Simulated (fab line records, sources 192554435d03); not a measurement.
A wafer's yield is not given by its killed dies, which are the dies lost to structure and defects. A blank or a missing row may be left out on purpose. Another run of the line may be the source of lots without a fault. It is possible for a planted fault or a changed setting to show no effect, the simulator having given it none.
fab line records	flow n5Finfet
[record] lots = 7	wafers = 39
route steps=1938 shown WELL_APT@41 FIN_SAQP@110 SD_EPI_P@312 GATE_CUT@466 MOL_CONTACT_COAG@608 BEOL_M0_SAQP@672 BEOL_M1@814 BEOL_M3@994 BEOL_M5@1160 BEOL_M8@1377 BEOL_M10@1533 BEOL_M11@1552 BEOL_M15@1808 TV_LITHO@1881 PASSIVATION@1936
startH: hours from the record's first day to the start of the lot's first wafer shown	waitH: hours from the lot's prior step to this one	" same as the row above	L1.1+2: one row covering several wafers at once	- either no value or no given start	* or withheld: withheld	< > ~ a bound
route shown NAME@n: a module of which the file shows steps, and the number in the route of the first	usual: mean/standard deviation of fault-free wafers	same: alike in all rows	chamber/n: place in a boat	sites: the reading at each site	_std_site: the values' standard deviation	_edge_site: inner sites' mean taken away from outer sites' mean	radiusMm: for every site, how far away it sits from the centre of the wafer	mask NAME#n: copy n	behind: tool/chamber where the wafer was last shaped	hold: reason for holding the lot/hours on hold/outcome of the hold	device: the n, p or np transistor that did not switch	end of line: the same wafers' tests at the end of the route	a step with no rows: only its recipe	killed: count of dies lost to structure and defects at first sort (not the wafer's yield)	map: a wafer's dies, x killed, . not, _ none there
set.NAME: the setting as run; set.NAME@STEP: as run at that earlier step	model.NAME: the simulator's own value behind a step, which no gauge read
lots where settings were altered on purpose, with a table for each step and a row for each wafer
[[steps]]
[step N5_WELL_APT_DEVELOP_24]
[recipe] developTimeS = 45	rinseLiquid = surfactantRinse	dry = airSpin	devTempC = 21
[step N5_FIN_SAQP_DEVELOP_15]
[recipe] developTimeS = 30	developer = TMAH	resist = CAR-ArF	devTempC = 23	rinseLiquid = diw	dry = airSpin
[step N5_SD_EPI_P_ETCH_16]
[recipe] chemistry = CHF3/O2	target = SiO2	targetDepthA = 50	maskMaterial = SOC	pressureMtorr = 30	sourceW = 650	biasW = 170	Ar_flow_sccm = 200	CHF3_flow_sccm = 50	O2_flow_sccm = 5	ionEnergyEv = 200
[step N5_GATE_CUT_ETCH_56]
[recipe] chemistry = Cl2/Ar	target = TiN	targetDepthA = 216	pressureMtorr = 10	icpW = 600	biasW = 60	Cl2_flow_sccm = 40	Ar_flow_sccm = 60
[step N5_MOL_CONTACT_COAG_ALD_133]
[recipe] material = SiO2	targetThkA = 50	tempC = 100	aldPrecursorFamily = BDEAS	aldCoReactant = O2-plasma	pulseTimeS = 1	coReactantPulseTimeS = 1	purgeTimeS = 2	coReactantPurgeTimeS = 2	aldCycles = 35	pressureTorr = 2
[step N5_BEOL_M0_SAQP_ETCH_106]
[recipe] chemistry = N2/H2	target = SOC	targetDepthA = 1500	stopOn = SiNx	ionEnergyEv = 100	biasW = 61	pressureMtorr = 30	sourceW = 850	n2FlowSccm = 200	h2FlowSccm = 200
[step N5_BEOL_M1_SPUTTER_48]
[recipe] material = Cu	targetThkA = 45	tempC = -20	chamberPressurePa = 0.07	powerW = withheld	timeS = 8.29
[step N5_BEOL_M3_SPUTTER_48]
[step N5_BEOL_M5_TRENCH_ETCH_37]
[recipe] chemistry = C4F6/O2	targetDepthA = 716.52	target = SiCOH_lowk	timeS = 24.7	ionEnergyEv = 250	pressureMtorr = 30	sourceW = 345	biasW = 185	Ar_flow_sccm = 300	C4F6_flow_sccm = 10	O2_flow_sccm = 10
[step N5_BEOL_M8_TRENCH_ETCH_37]
[recipe] chemistry = C4F6/O2	targetDepthA = 934.78	target = SiCOH_lowk	timeS = 31.2	ionEnergyEv = 250	pressureMtorr = 30	sourceW = 345	biasW = 185	Ar_flow_sccm = 300	C4F6_flow_sccm = 10	O2_flow_sccm = 10
[step N5_BEOL_M10_DEP_56]
[recipe] material = SiCN	targetThkA = 150	tempC = withheld	precursor = 3MS/NH3	pressureTorr = 3	rfW = 202	timeS = 26.5
[step N5_BEOL_M11_DESCUM_16]
[recipe] chemistry = O2	timeS = 7.9	sourcePowerW = 50	biasPowerW = 20	pressureMtorr = 20	rfFrequencyHz = 2.712e+07	tempC = 40	resist = CAR-ArF	o2FlowSccm = 225
[step N5_BEOL_M15_ETCH_61]
[recipe] chemistry = N2/H2	target = BARC	targetDepthA = 890	overetchA = 267	timeS = 67.9	ionEnergyEv = 200	pressureMtorr = 30	sourceW = 840	biasW = 150	n2FlowSccm = 200	h2FlowSccm = 200
[step N5_PASSIVATION_DEVELOP_09]
[recipe] developTimeS = 60	rinseLiquid = diw	dry = airSpin	devTempC = 21
[step N5_PASSIVATION_PROBE_49]
[usual] sort_bin_5_function = 5.0/1
lot.wafer	tool	chamber	startH	waitH	set.developTimeS@WELL_APT_DEVELOP_24	set.developTimeS@FIN_SAQP_DEVELOP_15	set.targetDepthA@SD_EPI_P_ETCH_16	set.targetDepthA@GATE_CUT_ETCH_56	set.aldCycles@MOL_CONTACT_COAG_ALD_133	set.targetDepthA@BEOL_M0_SAQP_ETCH_106	set.timeS@BEOL_M1_SPUTTER_48	set.targetThkA@BEOL_M3_SPUTTER_48	set.timeS@BEOL_M5_TRENCH_ETCH_37	set.targetDepthA@BEOL_M8_TRENCH_ETCH_37	set.timeS@BEOL_M10_DEP_56	set.timeS@BEOL_M11_DESCUM_16	set.timeS@BEOL_M15_ETCH_61	set.developTimeS@PASSIVATION_DEVELOP_09	sort_bin_5_function[%]
L078.1	prober-01	-	296.78	0.0	58.47	30	50	216	35	1500	8.29	45	17.39	934.78	26.5	7.9	67.9	33.61	4.6
L078.2	prober-01	-	296.83	0.1	58.47	38.66	76.8	265.6	35	1500	6.961	45	17.39	934.78	26.5	7.9	78.21	60	3.6
L078.3	prober-01	-	296.88	0.1	45	38.66	76.8	216	35	1768	8.29	45	24.7	934.78	26.5	5.412	67.9	60	5.1
L078.4	prober-01	-	296.93	0.2	58.47	30	76.8	265.6	35	1768	8.29	45	24.7	934.78	26.5	7.9	78.21	60	6.4
L078.5	prober-01	-	296.98	0.2	45	38.66	50	216	35	1768	6.961	45	17.39	934.78	26.5	5.412	78.21	33.61	5.8
L078.6	prober-01	-	297.03	0.3	45	30	50	265.6	35	1500	6.961	45	24.7	934.78	26.5	5.412	67.9	33.61	4.4
L081.1	prober-02	-	330.82	0.0	45	30	50	133.2	35	1500	8.29	45	24.7	934.78	33.87	10.92	48.83	60	29.1
L081.2	prober-02	-	330.87	0.1	56.44	40.86	61.23	216	51	1500	8.29	45	24.7	934.78	26.5	7.9	48.83	60	96.4
L081.3	prober-02	-	330.92	0.1	56.44	30	50	216	35	1500	8.29	55.84	24.7	1153	26.5	10.92	67.9	75.15	7.6
L081.4	prober-02	-	330.97	0.2	56.44	40.86	61.23	133.2	35	1500	8.29	45	24.7	1153	26.5	7.9	67.9	60	5.8
L081.5	prober-02	-	331.02	0.2	45	40.86	50	133.2	51	1500	8.29	55.84	24.7	934.78	33.87	7.9	67.9	75.15	95.8
L081.6	prober-02	-	331.07	0.3	45	30	61.23	216	51	1500	8.29	55.84	24.7	1153	33.87	10.92	48.83	75.15	95.0
L087.1	prober-01	-	388.32	0.0	45	30	50	96.94	35	1500	8.29	45	24.7	609.9	26.5	4.296	38.02	24.18	96.7
L087.2	prober-01	-	388.37	0.1	45	30	50	96.94	35	1500	4.022	45	12.2	934.78	26.5	7.9	67.9	24.18	86.9
L087.3	prober-01	-	388.42	0.1	45	30	50	216	35	1500	4.022	21.35	12.2	934.78	18.77	4.296	67.9	60	77.8
L087.4	prober-01	-	388.47	0.2	45	30	50	216	35	1500	8.29	21.35	12.2	609.9	26.5	7.9	38.02	60	58.7
L087.5	prober-01	-	388.52	0.2	45	30	50	216	35	1500	8.29	45	24.7	934.78	18.77	7.9	38.02	24.18	96.4
L087.6	prober-01	-	388.57	0.3	45	30	50	96.94	35	1500	4.022	21.35	24.7	609.9	18.77	4.296	67.9	60	4.7
L086.1	prober-01	-	390.30	0.0	45	30	24.23	90.94	53	1500	9.842	20.1	24.7	934.78	26.5	7.9	103.9	60	96.4
L086.2	prober-01	-	390.35	0.1	45	30	50	216	53	1500	8.29	20.1	24.7	934.78	26.5	7.9	67.9	60	96.9
L086.3	prober-01	-	390.40	0.1	36.55	30	50	216	35	1500	9.842	45	24.7	934.78	26.5	7.9	103.9	84.02	3.0
L086.4	prober-01	-	390.45	0.2	45	30	24.23	90.94	35	1893	8.29	20.1	24.7	934.78	26.5	7.9	67.9	84.02	4.7
L086.5	prober-01	-	390.50	0.2	36.55	30	24.23	216	53	1893	9.842	45	24.7	934.78	26.5	7.9	67.9	60	97.1
L086.6	prober-01	-	390.55	0.3	36.55	30	50	90.94	35	1893	8.29	45	24.7	934.78	26.5	7.9	103.9	84.02	5.3
L089.1	prober-01	-	397.43	0.0	45	30	50	216	35	1500	8.29	45	24.7	934.78	26.5	7.9	67.9	60	4.2
L089.2	prober-01	-	397.48	0.1	45	30	50	216	35	1500	8.29	45	24.7	934.78	26.5	7.9	67.9	60	3.5
L089.3	prober-01	-	397.53	0.1	45	30	50	216	35	1500	8.29	45	24.7	934.78	26.5	7.9	67.9	60	4.1
L090.1	prober-02	-	399.40	0.0	45	30	50	216	44	746.8	8.29	45	38.94	934.78	26.5	7.9	67.9	60	42.2
L090.2	prober-02	-	399.45	0.1	45	39.42	50	216	44	746.8	8.29	45	24.7	1145	39.9	7.9	67.9	80.25	35.3
L090.3	prober-02	-	399.50	0.1	45	39.42	50	216	44	1500	11.22	45	38.94	1145	39.9	7.9	78.38	60	35.7
L090.4	prober-02	-	399.55	0.2	45	30	50	216	35	1500	11.22	45	24.7	934.78	39.9	7.9	67.9	60	6.4
L090.5	prober-02	-	399.60	0.2	45	30	50	216	35	1500	8.29	45	24.7	934.78	26.5	7.9	78.38	80.25	5.9
L090.6	prober-02	-	399.65	0.3	45	39.42	50	216	35	746.8	11.22	45	38.94	1145	26.5	7.9	78.38	80.25	5.6
L096.1	prober-02	-	424.32	0.0	45	30	50	216	35	1500	8.29	67.1	24.7	934.78	21.65	7.9	67.9	60	5.0
L096.2	prober-02	-	424.37	0.1	45	39.78	41.87	216	25	762.8	8.29	67.1	24.7	1105	26.5	9.799	67.9	60	4.5
L096.3	prober-02	-	424.42	0.1	45	30	41.87	285.7	35	1500	4.057	45	31.75	934.78	26.5	9.799	67.9	60	4.6
L096.4	prober-02	-	424.47	0.2	45	39.78	50	285.7	25	1500	8.29	45	31.75	1105	21.65	9.799	67.9	60	4.0
L096.5	prober-02	-	424.52	0.2	45	30	50	216	25	762.8	4.057	45	24.7	934.78	26.5	7.9	67.9	60	4.2
L096.6	prober-02	-	424.57	0.3	45	39.78	41.87	285.7	35	762.8	4.057	67.1	31.75	1105	21.65	7.9	67.9	60	5.9
// killed by level:class
L078.1 STI_FIN_REVEAL:geometricParticle:open=19 BEOL_M4:geometricParticle:open=8 BEOL_M5:areaEcd=8 BEOL_M2:geometricParticle:open=7 BEOL_M1:geometricParticle:open=6 BEOL_M3:geometricParticle:open=6 STARTING-WAFER:geometricParticle:open=5 SPACER0:geometricParticle:open=4
L078.2 BEOL_M1:geometricParticle:open=9 BEOL_M2:geometricParticle:open=9 BEOL_M5:areaEcd=9 FIN_SAQP:geometricParticle:short=7 STI_FIN_REVEAL:geometricParticle:open=7 BEOL_M0_SAQP:geometricParticle:short=7 MOL_CONTACT_COAG:geometricParticle:open=6 DUMMY_GATE:geometricParticle:open=5
L078.3 STI_FIN_REVEAL:geometricParticle:open=15 BEOL_M2:geometricParticle:open=11 BEOL_M4:geometricParticle:open=6 MOL_CONTACT_COAG:geometricParticle:open=5 BEOL_M0_SAQP:geometricParticle:short=5 BEOL_M0_SAQP:geometricParticle:open=5 BEOL_M1:geometricParticle:open=5 BEOL_M3:geometricParticle:short=5
L078.4 FIN_SAQP:geometricParticle:short=19 STI_FIN_REVEAL:geometricParticle:open=14 BEOL_M2:geometricParticle:open=10 BEOL_M4:geometricParticle:open=10 MOL_CONTACT_COAG:geometricParticle:open=7 BEOL_M0_SAQP:geometricParticle:open=7 BEOL_M3:geometricParticle:open=6 FIN_SAQP:geometricParticle:open=5
L078.5 STI_FIN_REVEAL:geometricParticle:open=14 BEOL_M0_SAQP:geometricParticle:open=13 MOL_CONTACT_COAG:geometricParticle:open=10 BEOL_M1:geometricParticle:open=7 BEOL_M4:geometricParticle:open=6 DUMMY_GATE:geometricParticle:open=5 BEOL_M0_SAQP:geometricParticle:short=5 STARTING-WAFER:geometricParticle:short=5
L078.6 BEOL_M2:geometricParticle:open=10 BEOL_M0_SAQP:geometricParticle:open=9 STI_FIN_REVEAL:geometricParticle:open=6 BEOL_M3:geometricParticle:open=6 MOL_CONTACT_COAG:geometricParticle:open=5 STARTING-WAFER:geometricParticle:open=4 STARTING-WAFER:geometricParticle:short=4 FIN_SAQP:geometricParticle:short=3
L081.1 BEOL_M15:areaEtch=252 FIN_SAQP:geometricParticle:open=19 BEOL_M4:geometricParticle:open=19 BEOL_M3:geometricParticle:open=14 FIN_SAQP:geometricParticle:short=11 BEOL_M1:geometricParticle:open=11 BEOL_M0_SAQP:geometricParticle:open=10 STI_FIN_REVEAL:geometricParticle:open=8
L081.2 MOL_CONTACT_COAG:areaAld=1063 BEOL_M3:geometricParticle:open=20 BEOL_M4:geometricParticle:open=15 FIN_SAQP:geometricParticle:open=10 BEOL_M0_SAQP:geometricParticle:short=8 FIN_SAQP:geometricParticle:short=7 MOL_CONTACT_COAG:geometricParticle:open=6 BEOL_M0_SAQP:geometricParticle:open=5
L081.3 MOL_CONTACT_COAG:geometricParticle:open=26 BEOL_M4:geometricParticle:open=12 BEOL_M0_SAQP:geometricParticle:open=11 GATE_CUT:geometricParticle:short=10 FIN_SAQP:geometricParticle:open=7 BEOL_M0_SAQP:geometricParticle:short=7 STI_FIN_REVEAL:geometricParticle:open=6 BEOL_M3:geometricParticle:open=6
L081.4 BEOL_M0_SAQP:geometricParticle:short=24 BEOL_M4:geometricParticle:open=14 FIN_SAQP:geometricParticle:short=12 STI_FIN_REVEAL:geometricParticle:open=10 BEOL_M0_SAQP:geometricParticle:open=8 MOL_CONTACT_COAG:geometricParticle:open=6 BEOL_M3:geometricParticle:open=6 FIN_SAQP:geometricParticle:open=5
L081.5 MOL_CONTACT_COAG:areaAld=1037 BEOL_M4:geometricParticle:open=18 BEOL_M0_SAQP:geometricParticle:open=16 MOL_CONTACT_COAG:geometricParticle:open=14 BEOL_M3:geometricParticle:open=14 BEOL_M0_SAQP:geometricParticle:short=10 BEOL_M1:geometricParticle:open=10 FIN_SAQP:geometricParticle:short=7
L081.6 MOL_CONTACT_COAG:areaAld=1044 FIN_SAQP:geometricParticle:open=18 FIN_SAQP:geometricParticle:short=14 BEOL_M4:geometricParticle:open=14 BEOL_M0_SAQP:geometricParticle:short=11 STI_FIN_REVEAL:geometricParticle:open=10 BEOL_M0_SAQP:geometricParticle:open=9 BEOL_M3:geometricParticle:open=8
L087.1 BEOL_M15:areaEtch=1076 BEOL_M4:geometricParticle:open=10 MOL_CONTACT_COAG:geometricParticle:open=7 BEOL_M1:geometricParticle:open=7 FIN_SAQP:geometricParticle:open=6 BEOL_M0_SAQP:geometricParticle:open=6 BEOL_M2:geometricParticle:open=6 BEOL_M3:geometricParticle:open=6
L087.2 BEOL_M5:areaEcd=975 BEOL_M3:geometricParticle:open=10 STI_FIN_REVEAL:geometricParticle:open=7 BEOL_M2:geometricParticle:open=7 FIN_SAQP:geometricParticle:short=5 MOL_CONTACT_COAG:geometricParticle:open=5 BEOL_M0_SAQP:geometricParticle:short=4 BEOL_M1:interfaceVoidOpened=4
L087.3 BEOL_M5:areaEcd=869 BEOL_M0_SAQP:geometricParticle:open=8 BEOL_M1:interfaceVoidOpened=6 BEOL_M3:geometricParticle:open=6 BEOL_M3:interfaceVoidOpened=6 FIN_SAQP:geometricParticle:open=5 FIN_SAQP:geometricParticle:short=5 ILD0:geometricParticle:open=5
L087.4 BEOL_M15:areaEtch=632 BEOL_M5:areaEcd=426 BEOL_M8:areaEcd=16 MOL_CONTACT_COAG:geometricParticle:open=14 BEOL_M3:geometricParticle:open=11 BEOL_M3:interfaceVoidOpened=9 BEOL_M4:geometricParticle:open=7 MOL_CONTACT_COAG:geometricParticle:short=6
L087.5 BEOL_M15:areaEtch=1090 BEOL_M4:geometricParticle:open=12 MOL_CONTACT_COAG:geometricParticle:open=9 BEOL_M0_SAQP:geometricParticle:short=8 BEOL_M0_SAQP:geometricParticle:open=7 BEOL_M3:geometricParticle:open=6 BEOL_M1:geometricParticle:open=6 BEOL_M4:geometricParticle:short=5
L087.6 BEOL_M8:areaEcd=43 MOL_CONTACT_COAG:geometricParticle:open=12 BEOL_M4:geometricParticle:open=11 BEOL_M3:geometricParticle:open=7 BEOL_M0_SAQP:geometricParticle:short=6 GATE_CUT:geometricParticle:short=5 BEOL_M0_SAQP:geometricParticle:open=5 ILD0:geometricParticle:open=4
L086.1 MOL_CONTACT_COAG:areaAld=1061 FIN_SAQP:geometricParticle:short=16 FIN_SAQP:geometricParticle:open=12 BEOL_M0_SAQP:geometricParticle:short=11 BEOL_M0_SAQP:geometricParticle:open=11 MOL_CONTACT_COAG:geometricParticle:open=10 BEOL_M4:geometricParticle:short=9 STI_FIN_REVEAL:geometricParticle:open=7
L086.2 MOL_CONTACT_COAG:areaAld=1074 FIN_SAQP:geometricParticle:open=11 BEOL_M2:geometricParticle:open=7 STI_FIN_REVEAL:geometricParticle:open=6 MOL_CONTACT_COAG:geometricParticle:open=6 BEOL_M0_SAQP:geometricParticle:short=5 BEOL_M0_SAQP:geometricParticle:open=5 BEOL_M0:geometricParticle:open=5
L086.3 BEOL_M4:geometricParticle:open=11 BEOL_M0_SAQP:geometricParticle:open=9 MOL_CONTACT_COAG:geometricParticle:open=7 DUMMY_GATE:geometricParticle:open=5 GATE_CUT:geometricParticle:short=5 BEOL_M0_SAQP:geometricParticle:short=5 FIN_SAQP:geometricParticle:short=4 STI_FIN_REVEAL:geometricParticle:open=4
L086.4 MOL_CONTACT_COAG:geometricParticle:open=13 FIN_SAQP:geometricParticle:short=11 STI_FIN_REVEAL:geometricParticle:open=8 BEOL_M0_SAQP:geometricParticle:open=8 FIN_SAQP:geometricParticle:open=6 DUMMY_GATE:geometricParticle:open=6 BEOL_M4:geometricParticle:open=5 BEOL_M0_SAQP:geometricParticle:short=4
L086.5 MOL_CONTACT_COAG:areaAld=1093 MOL_CONTACT_COAG:geometricParticle:open=9 FIN_SAQP:geometricParticle:short=6 STI_FIN_REVEAL:geometricParticle:open=6 BEOL_M0_SAQP:geometricParticle:short=5 FIN_SAQP:geometricParticle:open=4 MOL_CONTACT_COAG:geometricParticle:short=4 BEOL_M1:geometricParticle:open=4
L086.6 MOL_CONTACT_COAG:geometricParticle:open=15 BEOL_M0_SAQP:geometricParticle:open=15 BEOL_M3:geometricParticle:open=8 BEOL_M0_SAQP:geometricParticle:short=6 STI_FIN_REVEAL:geometricParticle:open=5 DUMMY_GATE:geometricParticle:open=5 ILD0:geometricParticle:open=5 BEOL_M5:geometricParticle:open=5
L089.1 BEOL_M0_SAQP:geometricParticle:short=10 FIN_SAQP:geometricParticle:open=8 STI_FIN_REVEAL:geometricParticle:open=7 BEOL_M5:geometricParticle:open=7 BEOL_M2:geometricParticle:open=6 FIN_SAQP:geometricParticle:short=5 BEOL_M1:geometricParticle:open=4 BEOL_M4:geometricParticle:open=3
L089.2 BEOL_M4:geometricParticle:open=12 BEOL_M0_SAQP:geometricParticle:open=9 FIN_SAQP:geometricParticle:short=6 STI_FIN_REVEAL:geometricParticle:open=6 BEOL_M3:geometricParticle:open=5 BEOL_M0_SAQP:geometricParticle:short=4 FIN_SAQP:geometricParticle:open=3 BEOL_M4:geometricParticle:short=3
L089.3 STI_FIN_REVEAL:geometricParticle:open=8 BEOL_M0_SAQP:geometricParticle:short=8 FIN_SAQP:geometricParticle:short=7 BEOL_M4:geometricParticle:open=6 STARTING-WAFER:geometricParticle:open=4 BEOL_M0:geometricParticle:open=4 BEOL_M7:geometricParticle:open=4 FIN_SAQP:geometricParticle:open=3
L090.1 MOL_CONTACT_COAG:areaAld=426 BEOL_M5:areaEtch=370 FIN_SAQP:geometricParticle:open=12 MOL_CONTACT_COAG:geometricParticle:open=10 BEOL_M0_SAQP:geometricParticle:short=8 BEOL_M1:geometricParticle:open=8 FIN_SAQP:geometricParticle:short=7 STI_FIN_REVEAL:geometricParticle:open=7
L090.2 MOL_CONTACT_COAG:areaAld=331 FIN_SAQP:geometricParticle:open=28 FIN_SAQP:geometricParticle:short=23 BEOL_M0_SAQP:geometricParticle:open=14 BEOL_M0_SAQP:geometricParticle:short=14 MOL_CONTACT_COAG:geometricParticle:open=11 STI_FIN_REVEAL:geometricParticle:open=5 GATE_CUT:geometricParticle:short=5
L090.3 MOL_CONTACT_COAG:areaAld=362 BEOL_M5:areaEtch=62 MOL_CONTACT_COAG:geometricParticle:open=12 FIN_SAQP:geometricParticle:short=10 BEOL_M0_SAQP:geometricParticle:short=9 BEOL_M0_SAQP:geometricParticle:open=8 BEOL_M2:geometricParticle:open=8 BEOL_M3:geometricParticle:open=6
L090.4 FIN_SAQP:geometricParticle:open=27 MOL_CONTACT_COAG:geometricParticle:open=11 FIN_SAQP:geometricParticle:short=9 BEOL_M0_SAQP:geometricParticle:open=8 BEOL_M0_SAQP:geometricParticle:short=5 BEOL_M3:geometricParticle:open=5 BEOL_M7:geometricParticle:open=4 BEOL_M4:geometricParticle:open=4
L090.5 MOL_CONTACT_COAG:geometricParticle:open=19 BEOL_M0_SAQP:geometricParticle:open=12 BEOL_M0_SAQP:geometricParticle:short=11 MOL_CONTACT_COAG:geometricParticle:short=10 STI_FIN_REVEAL:geometricParticle:open=8 BEOL_M1:geometricParticle:open=6 BEOL_M4:geometricParticle:short=5 STARTING-WAFER:geometricParticle:short=5
L090.6 BEOL_M5:areaEtch=119 MOL_CONTACT_COAG:geometricParticle:open=13 BEOL_M0_SAQP:geometricParticle:open=12 FIN_SAQP:geometricParticle:open=10 BEOL_M0_SAQP:geometricParticle:short=10 FIN_SAQP:geometricParticle:short=8 STI_FIN_REVEAL:geometricParticle:open=6 BEOL_M4:geometricParticle:open=6
L096.1 FIN_SAQP:geometricParticle:short=10 BEOL_M3:geometricParticle:open=8 MOL_CONTACT_COAG:geometricParticle:open=7 FIN_SAQP:geometricParticle:open=5 STI_FIN_REVEAL:geometricParticle:open=5 DUMMY_GATE:geometricParticle:open=5 BEOL_M2:geometricParticle:open=5 BEOL_M4:geometricParticle:open=5
L096.2 MOL_CONTACT_COAG:areaAld=587 BEOL_M0_SAQP:geometricParticle:open=13 FIN_SAQP:geometricParticle:short=9 MOL_CONTACT_COAG:geometricParticle:open=8 STI_FIN_REVEAL:geometricParticle:open=7 BEOL_M1:geometricParticle:open=7 FIN_SAQP:geometricParticle:open=6 BEOL_M0_SAQP:geometricParticle:short=4
L096.3 BEOL_M1:geometricParticle:open=10 BEOL_M0_SAQP:geometricParticle:open=10 FIN_SAQP:geometricParticle:short=9 FIN_SAQP:geometricParticle:open=9 MOL_CONTACT_COAG:geometricParticle:open=9 BEOL_M3:geometricParticle:open=8 BEOL_M0_SAQP:geometricParticle:short=7 BEOL_M4:geometricParticle:open=5
L096.4 MOL_CONTACT_COAG:areaAld=598 FIN_SAQP:geometricParticle:open=8 STI_FIN_REVEAL:geometricParticle:open=8 GATE_CUT:geometricParticle:short=7 MOL_CONTACT_COAG:geometricParticle:open=7 GATE_CUT:geometricParticle:open=6 FIN_SAQP:geometricParticle:short=3 BEOL_M0_SAQP:geometricParticle:open=3
L096.5 MOL_CONTACT_COAG:areaAld=587 FIN_SAQP:geometricParticle:open=9 MOL_CONTACT_COAG:geometricParticle:open=8 STI_FIN_REVEAL:geometricParticle:open=6 DUMMY_GATE:geometricParticle:open=5 STARTING-WAFER:geometricParticle:open=5 FIN_SAQP:geometricParticle:short=4 MOL_CONTACT_COAG:geometricParticle:short=3
L096.6 BEOL_M4:geometricParticle:open=15 BEOL_M1:geometricParticle:open=9 STI_FIN_REVEAL:geometricParticle:open=8 MOL_CONTACT_COAG:geometricParticle:open=7 FIN_SAQP:geometricParticle:short=5 ILD0:geometricParticle:short=5 GATE_CUT:geometricParticle:short=5 BEOL_M0_SAQP:geometricParticle:open=4
[[key]]
[split] step = N5_WELL_APT_DEVELOP_24	setting = developTimeS	statedAs = 45
response none clear
[split] step = N5_FIN_SAQP_DEVELOP_15	setting = developTimeS	statedAs = 30
response none clear
[split] step = N5_SD_EPI_P_ETCH_16	setting = targetDepthA	statedAs = 50
response none clear
[split] step = N5_GATE_CUT_ETCH_56	setting = targetDepthA	statedAs = 216
response none clear
[split] step = N5_MOL_CONTACT_COAG_ALD_133	setting = aldCycles	statedAs = 35
[response] step = N5_PASSIVATION_PROBE_49	reading = sort_bin_5_function	slope = +1.43	per = 1%	togetherWith = all	explained = 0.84
[split] step = N5_BEOL_M0_SAQP_ETCH_106	setting = targetDepthA	statedAs = 1500
response none clear
[split] step = N5_BEOL_M1_SPUTTER_48	setting = timeS	statedAs = 8.29
response none clear
[split] step = N5_BEOL_M3_SPUTTER_48	setting = targetThkA	statedAs = 45
response none clear
[split] step = N5_BEOL_M5_TRENCH_ETCH_37	setting = timeS	statedAs = 24.7
response none clear
[split] step = N5_BEOL_M8_TRENCH_ETCH_37	setting = targetDepthA	statedAs = 934.78
response none clear
[split] step = N5_BEOL_M10_DEP_56	setting = timeS	statedAs = 26.5
response none clear
[split] step = N5_BEOL_M11_DESCUM_16	setting = timeS	statedAs = 7.9
response none clear
[split] step = N5_BEOL_M15_ETCH_61	setting = timeS	statedAs = 67.9
response none clear
[split] step = N5_PASSIVATION_DEVELOP_09	setting = developTimeS	statedAs = 60
response none clear
